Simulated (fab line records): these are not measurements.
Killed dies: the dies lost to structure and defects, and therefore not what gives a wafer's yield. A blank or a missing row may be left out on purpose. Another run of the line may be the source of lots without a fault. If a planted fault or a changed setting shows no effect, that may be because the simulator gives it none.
What tool caused it? || flow nand harc || 12 lots with 36 wafers sampled at 6 steps, on a route of 1302 steps

== WHAT THE GAUGES READ, wafer by wafer ==
NHARC_A_SIN_REMOVE_INSPECT_04. Usual: raw defect count 381, standard deviation 84.
{"lot": "L436", "measured": "day 21 00:08", "on": "defect inspect-01", "raw defect count": "427 374 365", "flag": ""}
{"lot": "L435", "measured": "day 20 20:21", "on": "defect inspect-01", "raw defect count": "334 326 382", "flag": ""}
{"lot": "L442", "measured": "day 23 20:11", "on": "defect inspect-02", "raw defect count": "648 724 587", "flag": "OFF"}
{"lot": "L444", "measured": "day 25 02:24", "on": "defect inspect-02", "raw defect count": "753 828 836", "flag": "OFF"}
{"lot": "L447", "measured": "day 25 06:08", "on": "defect inspect-01", "raw defect count": "538 640 466", "flag": ""}
{"lot": "L451", "measured": "day 27 12:59", "on": "defect inspect-02", "raw defect count": "310 321 314", "flag": ""}
{"lot": "L452", "measured": "day 28 00:54", "on": "defect inspect-01", "raw defect count": "314 387 414", "flag": ""}
{"lot": "L453", "measured": "day 28 12:02", "on": "defect inspect-02", "raw defect count": "332 372 357", "flag": ""}
{"lot": "L454", "measured": "day 28 12:02", "on": "defect inspect-02", "raw defect count": "496 379 388", "flag": ""}
{"lot": "L455", "measured": "day 28 23:17", "on": "defect inspect-01", "raw defect count": "324 301 254", "flag": ""}
{"lot": "L456", "measured": "day 28 23:18", "on": "defect inspect-02", "raw defect count": "401 321 364", "flag": ""}
{"lot": "L457", "measured": "day 30 12:58", "on": "defect inspect-01", "raw defect count": "369 438 380", "flag": ""}

NHARC_END_SORT_01. Usual: killed at array 53, standard deviation 21; killed at other 1.1, standard deviation 1.5; killed at periphery 3.9, standard deviation 2.7; killed dies 58, standard deviation 21; killed open 3.4, standard deviation 1.9; killed short 2.3, standard deviation 1.5.
{"lot": "L442", "measured": "day 28 01:53", "on": "prober-01", "killed at array": "70 88 69", "killed at other": "1 4 1", "killed at periphery": "1 1 10", "killed dies": "72 93 80", "killed open": "2 3 3", "killed short": "2 4 5", "flag": ""}
{"lot": "L444", "measured": "day 29 06:13", "on": "prober-02", "killed at array": "115 100 81", "killed at other": "1 0 0", "killed at periphery": "6 0 1", "killed dies": "122 100 82", "killed open": "2 3 2", "killed short": "4 1 2", "flag": ""}
{"lot": "L453", "measured": "day 32 20:44", "on": "prober-01", "killed at array": "68 57 51", "killed at other": "5 2 4", "killed at periphery": "4 7 4", "killed dies": "77 66 59", "killed open": "5 5 1", "killed short": "1 3 0", "flag": ""}

== WHAT TOOL EACH LOT RAN ON (gives the tool, then ch and the chambers of the sampled wafers, and finally the start) ==
{"lot": "L436", "NHARC_A_SLIT_DEP_00": "acl dep-01 ch 0, day 20 04:03", "NHARC_A_SLIT_ETCH_26": "har etch-01 ch 0,1, day 20 16:06", "NHARC_A_WL_FILL_RTA_01": "rtp anneal-01 ch 0, day 21 00:38", "NHARC_A_WL_FILL_STRIP_27": "plasma asher-01 ch 0,1, day 21 02:02"}
{"lot": "L435", "NHARC_A_SLIT_DEP_00": "acl dep-03 ch 0, day 20 04:04", "NHARC_A_SLIT_ETCH_26": "har etch-01 ch 0,1, day 20 12:23", "NHARC_A_WL_FILL_RTA_01": "rtp anneal-01 ch 0, day 20 20:55", "NHARC_A_WL_FILL_STRIP_27": "plasma asher-02 ch 0,1, day 20 22:18"}
{"lot": "L442", "NHARC_A_SLIT_DEP_00": "acl dep-03 ch 0, day 23 03:39", "NHARC_A_SLIT_ETCH_26": "har etch-02 ch 0,1, day 23 12:08", "NHARC_A_WL_FILL_RTA_01": "rtp anneal-02 ch 0, day 23 20:34", "NHARC_A_WL_FILL_STRIP_27": "plasma asher-01 ch 0,1, day 23 22:16"}
{"lot": "L444", "NHARC_A_SLIT_DEP_00": "acl dep-02 ch 0, day 24 09:25", "NHARC_A_SLIT_ETCH_26": "har etch-02 ch 0,1, day 24 18:23", "NHARC_A_WL_FILL_RTA_01": "rtp anneal-01 ch 0, day 25 02:46", "NHARC_A_WL_FILL_STRIP_27": "plasma asher-01 ch 0,1, day 25 04:15"}
{"lot": "L447", "NHARC_A_SLIT_DEP_00": "acl dep-03 ch 0, day 24 12:44", "NHARC_A_SLIT_ETCH_26": "har etch-01 ch 0,1, day 24 22:40", "NHARC_A_WL_FILL_RTA_01": "rtp anneal-02 ch 0, day 25 06:38", "NHARC_A_WL_FILL_STRIP_27": "plasma asher-02 ch 0,1, day 25 08:03"}
{"lot": "L451", "NHARC_A_SLIT_DEP_00": "acl dep-01 ch 0, day 26 19:26", "NHARC_A_SLIT_ETCH_26": "har etch-02 ch 0, day 27 04:56", "NHARC_A_WL_FILL_RTA_01": "rtp anneal-02 ch 0, day 27 13:19", "NHARC_A_WL_FILL_STRIP_27": "plasma asher-02 ch 0, day 27 14:49"}
{"lot": "L452", "NHARC_A_SLIT_DEP_00": "acl dep-02 ch 0, day 27 07:16", "NHARC_A_SLIT_ETCH_26": "har etch-02 ch 0,1, day 27 16:53", "NHARC_A_WL_FILL_RTA_01": "rtp anneal-01 ch 0, day 28 01:24", "NHARC_A_WL_FILL_STRIP_27": "plasma asher-02 ch 0,1, day 28 02:48"}
{"lot": "L453", "NHARC_A_SLIT_DEP_00": "acl dep-01 ch 0, day 27 18:39", "NHARC_A_SLIT_ETCH_26": "har etch-02 ch 0,1, day 28 04:58", "NHARC_A_WL_FILL_RTA_01": "rtp anneal-01 ch 0, day 28 12:43", "NHARC_A_WL_FILL_STRIP_27": "plasma asher-02 ch 0,1, day 28 14:08"}
{"lot": "L454", "NHARC_A_SLIT_DEP_00": "acl dep-03 ch 0, day 27 18:59", "NHARC_A_SLIT_ETCH_26": "har etch-01 ch 0,1, day 28 04:00", "NHARC_A_WL_FILL_RTA_01": "rtp anneal-01 ch 0, day 28 12:55", "NHARC_A_WL_FILL_STRIP_27": "plasma asher-01 ch 0,1, day 28 14:20"}
{"lot": "L455", "NHARC_A_SLIT_DEP_00": "acl dep-01 ch 0, day 28 05:17", "NHARC_A_SLIT_ETCH_26": "har etch-02 ch 0,1, day 28 15:17", "NHARC_A_WL_FILL_RTA_01": "rtp anneal-01 ch 0, day 29 00:20", "NHARC_A_WL_FILL_STRIP_27": "plasma asher-02 ch 0,1, day 29 01:44"}
{"lot": "L456", "NHARC_A_SLIT_DEP_00": "acl dep-03 ch 0, day 28 05:43", "NHARC_A_SLIT_ETCH_26": "har etch-01 ch 0,1, day 28 15:16", "NHARC_A_WL_FILL_RTA_01": "rtp anneal-02 ch 0, day 29 00:33", "NHARC_A_WL_FILL_STRIP_27": "plasma asher-01 ch 0,1, day 29 01:57"}
{"lot": "L457", "NHARC_A_SLIT_DEP_00": "acl dep-03 ch 0, day 29 17:52", "NHARC_A_SLIT_ETCH_26": "har etch-02 ch 0,1, day 30 04:52", "NHARC_A_WL_FILL_RTA_01": "rtp anneal-01 ch 0, day 30 13:20", "NHARC_A_WL_FILL_STRIP_27": "plasma asher-02 ch 0,1, day 30 14:43"}
- NHARC_A_SLIT_DEP_00: deposits aC, target thk 6200 nm.
- NHARC_A_SLIT_ETCH_26: etches the open film in C4F8/O2/Ar, time 90 s, target depth 400 nm.
- NHARC_A_WL_FILL_RTA_01: time 5 s.
- NHARC_A_WL_FILL_STRIP_27: strips in N2/H2, time 20 s.

== AS READ BY THE TOOLS THEMSELVES (means over the sampled wafers that have a number; for cases with no such wafer, the mark the record gives instead) ==
NHARC_A_SLIT_DEP_00. Usual: throttle valve pct 34.999 %, standard deviation 0.0091.
{"lot": "L436", "tool": "acl dep-01", "throttle valve pct (%)": 35.013, "flag": ""}
{"lot": "L435", "tool": "acl dep-03", "throttle valve pct (%)": 34.995, "flag": ""}
{"lot": "L442", "tool": "acl dep-03", "throttle valve pct (%)": 34.994, "flag": ""}
{"lot": "L444", "tool": "acl dep-02", "throttle valve pct (%)": 34.994, "flag": ""}
{"lot": "L447", "tool": "acl dep-03", "throttle valve pct (%)": 35.008, "flag": ""}
{"lot": "L451", "tool": "acl dep-01", "throttle valve pct (%)": 35.000, "flag": ""}
{"lot": "L452", "tool": "acl dep-02", "throttle valve pct (%)": 35.001, "flag": ""}
{"lot": "L453", "tool": "acl dep-01", "throttle valve pct (%)": 34.996, "flag": ""}
{"lot": "L454", "tool": "acl dep-03", "throttle valve pct (%)": 34.999, "flag": ""}
{"lot": "L455", "tool": "acl dep-01", "throttle valve pct (%)": 35.006, "flag": ""}
{"lot": "L456", "tool": "acl dep-03", "throttle valve pct (%)": 34.996, "flag": ""}
{"lot": "L457", "tool": "acl dep-03", "throttle valve pct (%)": 35.002, "flag": ""}

NHARC_A_SLIT_ETCH_26. Usual: drypump motor current A 6.0 A, standard deviation 0.35; he backside leak sccm 5.8 sccm, standard deviation 0.66; o2 flow sccm 83.31 sccm, standard deviation 0.26; showerhead plenum p Torr 3.75 Torr, standard deviation 0.19; throttle valve pct 27.620 %, standard deviation 0.0086.
{"lot": "L436", "tool": "har etch-01", "drypump motor current A (A)": 5.9, "he backside leak sccm (sccm)": 6.3, "o2 flow sccm (sccm)": 83.52, "showerhead plenum p Torr (Torr)": 3.54, "throttle valve pct (%)": 27.619, "flag": ""}
{"lot": "L435", "tool": "har etch-01", "drypump motor current A (A)": 6.0, "he backside leak sccm (sccm)": 6.2, "o2 flow sccm (sccm)": 83.34, "showerhead plenum p Torr (Torr)": 3.55, "throttle valve pct (%)": 27.618, "flag": ""}
{"lot": "L442", "tool": "har etch-02", "drypump motor current A (A)": 6.0, "he backside leak sccm (sccm)": 5.3, "o2 flow sccm (sccm)": 83.37, "showerhead plenum p Torr (Torr)": 3.93, "throttle valve pct (%)": 27.614, "flag": ""}
{"lot": "L444", "tool": "har etch-02", "drypump motor current A (A)": 6.1, "he backside leak sccm (sccm)": 5.4, "o2 flow sccm (sccm)": 83.32, "showerhead plenum p Torr (Torr)": 3.92, "throttle valve pct (%)": 27.608, "flag": ""}
{"lot": "L447", "tool": "har etch-01", "drypump motor current A (A)": 6.0, "he backside leak sccm (sccm)": 6.5, "o2 flow sccm (sccm)": 83.54, "showerhead plenum p Torr (Torr)": 3.51, "throttle valve pct (%)": 27.616, "flag": ""}
{"lot": "L451", "tool": "har etch-02", "drypump motor current A (A)": 6.3, "he backside leak sccm (sccm)": 5.5, "o2 flow sccm (sccm)": 83.26, "showerhead plenum p Torr (Torr)": 3.90, "throttle valve pct (%)": 27.616, "flag": ""}
{"lot": "L452", "tool": "har etch-02", "drypump motor current A (A)": 6.0, "he backside leak sccm (sccm)": 5.3, "o2 flow sccm (sccm)": 83.50, "showerhead plenum p Torr (Torr)": 3.90, "throttle valve pct (%)": 27.622, "flag": ""}
{"lot": "L453", "tool": "har etch-02", "drypump motor current A (A)": 6.1, "he backside leak sccm (sccm)": 5.5, "o2 flow sccm (sccm)": 83.54, "showerhead plenum p Torr (Torr)": 3.89, "throttle valve pct (%)": 27.630, "flag": ""}
{"lot": "L454", "tool": "har etch-01", "drypump motor current A (A)": 6.0, "he backside leak sccm (sccm)": 6.8, "o2 flow sccm (sccm)": 83.37, "showerhead plenum p Torr (Torr)": 3.49, "throttle valve pct (%)": 27.623, "flag": ""}
{"lot": "L455", "tool": "har etch-02", "drypump motor current A (A)": 6.0, "he backside leak sccm (sccm)": 5.2, "o2 flow sccm (sccm)": 83.21, "showerhead plenum p Torr (Torr)": 3.89, "throttle valve pct (%)": 27.620, "flag": ""}
{"lot": "L456", "tool": "har etch-01", "drypump motor current A (A)": 5.7, "he backside leak sccm (sccm)": 6.7, "o2 flow sccm (sccm)": 83.40, "showerhead plenum p Torr (Torr)": 3.55, "throttle valve pct (%)": 27.617, "flag": ""}
{"lot": "L457", "tool": "har etch-02", "drypump motor current A (A)": 6.0, "he backside leak sccm (sccm)": 5.2, "o2 flow sccm (sccm)": 83.20, "showerhead plenum p Torr (Torr)": 3.88, "throttle valve pct (%)": 27.621, "flag": ""}

NHARC_A_WL_FILL_RTA_01. Usual: lamp power pct 32.3 %, standard deviation 3; wafer_temp_C_max 1007.7, standard deviation 1.4.
{"lot": "L436", "tool": "rtp anneal-01", "lamp power pct (%)": 34.9, "wafer_temp_C_max": 1006.6, "flag": ""}
{"lot": "L435", "tool": "rtp anneal-01", "lamp power pct (%)": 35.0, "wafer_temp_C_max": 1006.7, "flag": ""}
{"lot": "L442", "tool": "rtp anneal-02", "lamp power pct (%)": 29.1, "wafer_temp_C_max": 1007.3, "flag": ""}
{"lot": "L444", "tool": "rtp anneal-01", "lamp power pct (%)": 35.0, "wafer_temp_C_max": 1006.3, "flag": ""}
{"lot": "L447", "tool": "rtp anneal-02", "lamp power pct (%)": 29.0, "wafer_temp_C_max": 1008.1, "flag": ""}
{"lot": "L451", "tool": "rtp anneal-02", "lamp power pct (%)": 29.0, "wafer_temp_C_max": 1008.3, "flag": ""}
{"lot": "L452", "tool": "rtp anneal-01", "lamp power pct (%)": 35.0, "wafer_temp_C_max": 1007.2, "flag": ""}
{"lot": "L453", "tool": "rtp anneal-01", "lamp power pct (%)": 35.0, "wafer_temp_C_max": 1007.3, "flag": ""}
{"lot": "L454", "tool": "rtp anneal-01", "lamp power pct (%)": 35.0, "wafer_temp_C_max": 1008.4, "flag": ""}
{"lot": "L455", "tool": "rtp anneal-01", "lamp power pct (%)": 35.0, "wafer_temp_C_max": 1006.9, "flag": ""}
{"lot": "L456", "tool": "rtp anneal-02", "lamp power pct (%)": 29.0, "wafer_temp_C_max": 1008.5, "flag": ""}
{"lot": "L457", "tool": "rtp anneal-01", "lamp power pct (%)": 35.0, "wafer_temp_C_max": 1007.6, "flag": ""}

NHARC_A_WL_FILL_STRIP_27. Usual: drypump motor current A 5.9 A, standard deviation 0.33; heater power w 340 W, standard deviation 20.
{"lot": "L436", "tool": "plasma asher-01", "drypump motor current A (A)": 5.9, "heater power w (W)": 353, "flag": ""}
{"lot": "L435", "tool": "plasma asher-02", "drypump motor current A (A)": 5.6, "heater power w (W)": 345, "flag": ""}
{"lot": "L442", "tool": "plasma asher-01", "drypump motor current A (A)": 6.2, "heater power w (W)": 345, "flag": ""}
{"lot": "L444", "tool": "plasma asher-01", "drypump motor current A (A)": 6.2, "heater power w (W)": 342, "flag": ""}
{"lot": "L447", "tool": "plasma asher-02", "drypump motor current A (A)": 5.6, "heater power w (W)": 344, "flag": ""}
{"lot": "L451", "tool": "plasma asher-02", "drypump motor current A (A)": 5.8, "heater power w (W)": 316, "flag": ""}
{"lot": "L452", "tool": "plasma asher-02", "drypump motor current A (A)": 5.6, "heater power w (W)": 348, "flag": ""}
{"lot": "L453", "tool": "plasma asher-02", "drypump motor current A (A)": 5.6, "heater power w (W)": 353, "flag": ""}
{"lot": "L454", "tool": "plasma asher-01", "drypump motor current A (A)": 5.9, "heater power w (W)": 337, "flag": ""}
{"lot": "L455", "tool": "plasma asher-02", "drypump motor current A (A)": 5.7, "heater power w (W)": 333, "flag": ""}
{"lot": "L456", "tool": "plasma asher-01", "drypump motor current A (A)": 6.2, "heater power w (W)": 346, "flag": ""}
{"lot": "L457", "tool": "plasma asher-02", "drypump motor current A (A)": 5.6, "heater power w (W)": 345, "flag": ""}

== THE ANSWER, worked out from the rows above alone ==
Rule: lot off if the mean of its wafers having a number is beyond 3 standard deviations from the usual mean. Also off: a lot with no number at a reading for which 4 or more lots have one. All remaining lots with rows at the step are treated as sound. First the gauges in route order, then the tools' own readings, where a lot's mean is used as printed above. At the first step where some lot is off, the reading lying furthest off is the one used; lots without a number count as furthest.
Off at NHARC_A_SIN_REMOVE_INSPECT_04 (raw defect count): L442, L444.
A tool fits if, at a process step before that reading, it ran every lot that is off, and no sound lot after the first of them. Those tools and the gauges at NHARC_A_SIN_REMOVE_INSPECT_04 are tried in the same way. None of those tried fits.

== WHAT HAD BEEN PUT IN BY THE SIMULATOR ==
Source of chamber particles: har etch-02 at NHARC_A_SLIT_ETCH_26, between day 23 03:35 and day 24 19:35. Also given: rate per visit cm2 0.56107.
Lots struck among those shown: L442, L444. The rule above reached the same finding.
